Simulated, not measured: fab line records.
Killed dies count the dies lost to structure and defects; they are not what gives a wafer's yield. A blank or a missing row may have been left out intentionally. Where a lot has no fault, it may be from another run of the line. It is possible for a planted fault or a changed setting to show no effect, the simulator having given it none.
Split-lot experiment :: flow n5_finfet :: 21 wafers read from 7 lots, route of 1938 steps

## SPLIT DETAILS
At N5_BEOL_M1_ETCH_64 (etches SOC in N2/H2, target depth 75 nm, overetch 15 nm, time 112.5 s), the setting bias_w was moved away from the recipe's 150 W on 7 of the 21 wafers read, by -16.6% to +11.7%. This setting was run at the recipe's value on the other wafers.

The reading is taken at the split's own step.

## THE READING
rf_vpp_V, in V, at N5_BEOL_M1_ETCH_64 (etches SOC in N2/H2, target depth 75 nm, overetch 15 nm, time 112.5 s). Fault-free wafers of this fab line usually give 524.7 V, standard deviation 2.1 V.

wafer: L075.1
tool, chamber at the split: rie_diel-05, 1
bias_w as run, W: 167.6
against the recipe: +11.7%
rf_vpp_V, V: 561.7
against lot-mates on the recipe: +36.0

wafer: L075.2
tool, chamber at the split: rie_diel-05, 0
bias_w as run, W: 150
against the recipe: recipe
rf_vpp_V, V: 526.6
against lot-mates on the recipe: -

wafer: L075.4
tool, chamber at the split: rie_diel-05, 2
bias_w as run, W: 150
against the recipe: recipe
rf_vpp_V, V: 524.7
against lot-mates on the recipe: -

wafer: L081.1
tool, chamber at the split: rie_diel-05, 3
bias_w as run, W: 134.5
against the recipe: -10.3%
rf_vpp_V, V: 487.6
against lot-mates on the recipe: -35.7

wafer: L081.3
tool, chamber at the split: rie_diel-05, 1
bias_w as run, W: 150
against the recipe: recipe
rf_vpp_V, V: 523.3
against lot-mates on the recipe: -

wafer: L081.6
tool, chamber at the split: rie_diel-05, 2
bias_w as run, W: 134.5
against the recipe: -10.3%
rf_vpp_V, V: 491.2
against lot-mates on the recipe: -32.1

wafer: L083.2
tool, chamber at the split: rie_diel-05, 0
bias_w as run, W: 158.3
against the recipe: +5.5%
rf_vpp_V, V: 544.9
against lot-mates on the recipe: +18.3

wafer: L083.5
tool, chamber at the split: rie_diel-05, 0
bias_w as run, W: 150
against the recipe: recipe
rf_vpp_V, V: 526.6
against lot-mates on the recipe: -

wafer: L083.6
tool, chamber at the split: rie_diel-05, 3
bias_w as run, W: 158.3
against the recipe: +5.5%
rf_vpp_V, V: 539.7
against lot-mates on the recipe: +13.1

wafer: L084.1
tool, chamber at the split: rie_diel-05, 0
bias_w as run, W: 150
against the recipe: recipe
rf_vpp_V, V: 525.0
against lot-mates on the recipe: -

wafer: L084.2
tool, chamber at the split: rie_diel-05, 3
bias_w as run, W: 125.1
against the recipe: -16.6%
rf_vpp_V, V: 466.8
against lot-mates on the recipe: -57.6

wafer: L084.4
tool, chamber at the split: rie_diel-05, 1
bias_w as run, W: 150
against the recipe: recipe
rf_vpp_V, V: 523.7
against lot-mates on the recipe: -

wafer: L085.4
tool, chamber at the split: rie_diel-05, 2
bias_w as run, W: 150
against the recipe: recipe
rf_vpp_V, V: 526.4
against lot-mates on the recipe: -

wafer: L085.5
tool, chamber at the split: rie_diel-05, 3
bias_w as run, W: 150
against the recipe: recipe
rf_vpp_V, V: 522.0
against lot-mates on the recipe: -

wafer: L085.6
tool, chamber at the split: rie_diel-05, 0
bias_w as run, W: 150
against the recipe: recipe
rf_vpp_V, V: 527.5
against lot-mates on the recipe: -

wafer: L089.3
tool, chamber at the split: rie_diel-02, 0
bias_w as run, W: 150
against the recipe: recipe
rf_vpp_V, V: 530.2
against lot-mates on the recipe: -

wafer: L089.4
tool, chamber at the split: rie_diel-02, 1
bias_w as run, W: 150
against the recipe: recipe
rf_vpp_V, V: 526.5
against lot-mates on the recipe: -

wafer: L089.5
tool, chamber at the split: rie_diel-02, 3
bias_w as run, W: 150
against the recipe: recipe
rf_vpp_V, V: 527.2
against lot-mates on the recipe: -

wafer: L091.1
tool, chamber at the split: rie_diel-02, 1
bias_w as run, W: 150
against the recipe: recipe
rf_vpp_V, V: 525.2
against lot-mates on the recipe: -

wafer: L091.3
tool, chamber at the split: rie_diel-02, 3
bias_w as run, W: 150
against the recipe: recipe
rf_vpp_V, V: 526.2
against lot-mates on the recipe: -

wafer: L091.5
tool, chamber at the split: rie_diel-02, 3
bias_w as run, W: 134.9
against the recipe: -10.1%
rf_vpp_V, V: 491.4
against lot-mates on the recipe: -34.3

THE FIT
A straight line over all 21 wafers: rf_vpp_V changes by +3.38 V for each +1% of bias_w; r = +0.99; the points scatter about the line by 2.3 V.
The same after taking each lot's own level away (the mean of its wafers on the recipe; 21 wafers): +3.27 V for each +1%; r = +1.00; scatter 1.9 V.
That fit puts the effect of the largest move of bias_w on the reading at 54 V.
Across the lots, their own levels run from 523.30 to 527.97 V, a range of 2.2 times the standard deviation given above.
Hence the lot-to-lot level has little effect on the slope; both slopes agree.
Check: with one of the wafers moved furthest among these (-16.6%) left out of the fit, the line predicts -53.4 V for it against its lot-mates. It came out at -57.6 V against them.
Tool readings at the split's step, against how far the setting was moved: rf_vpp_V r = +0.99.

## OTHER SPLITS ON THESE WAFERS
Other splits were also applied to these wafers ahead of the reading. Each is held against what the fit with the lots' levels taken away leaves over:
other split on the same wafers: N5_BEOL_M0_SAQP_PECVD_96 time_s
wafers away from the commonest value: 9
r with rf_vpp_V (lot level and that fit taken away): +0.05

other split on the same wafers: N5_BEOL_M0_SAQP_EXPOSE_37 dose_mj
wafers away from the commonest value: 8
r with rf_vpp_V (lot level and that fit taken away): -0.11

other split on the same wafers: N5_BEOL_M0_SAQP_CUT_ETCH_46 time_s
wafers away from the commonest value: 9
r with rf_vpp_V (lot level and that fit taken away): -0.07

## THE WHOLE CHAIN: every reading that the file lists as answering this split, in the file's order
step: N5_BEOL_M1_ETCH_64
what it does: etches SOC in N2/H2, target depth 75 nm, overetch 15 nm, time 112.5 s
reading: rf_vpp_V
change (the file's fit): +3.31 V for each +1% of the setting
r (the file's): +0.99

step: N5_BEOL_M1_ETCH_64
what it does: etches SOC in N2/H2, target depth 75 nm, overetch 15 nm, time 112.5 s
reading: SiARC_of_BEOL_M1_COAT_62.thk_nm (the simulator's own value, which no gauge read)
change (the file's fit): -0.0797 nm for each +1% of the setting
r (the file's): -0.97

## THE FILE'S OWN FIT
rf_vpp_V changes by +3.31 V for each +1% of bias_w, r = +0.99.
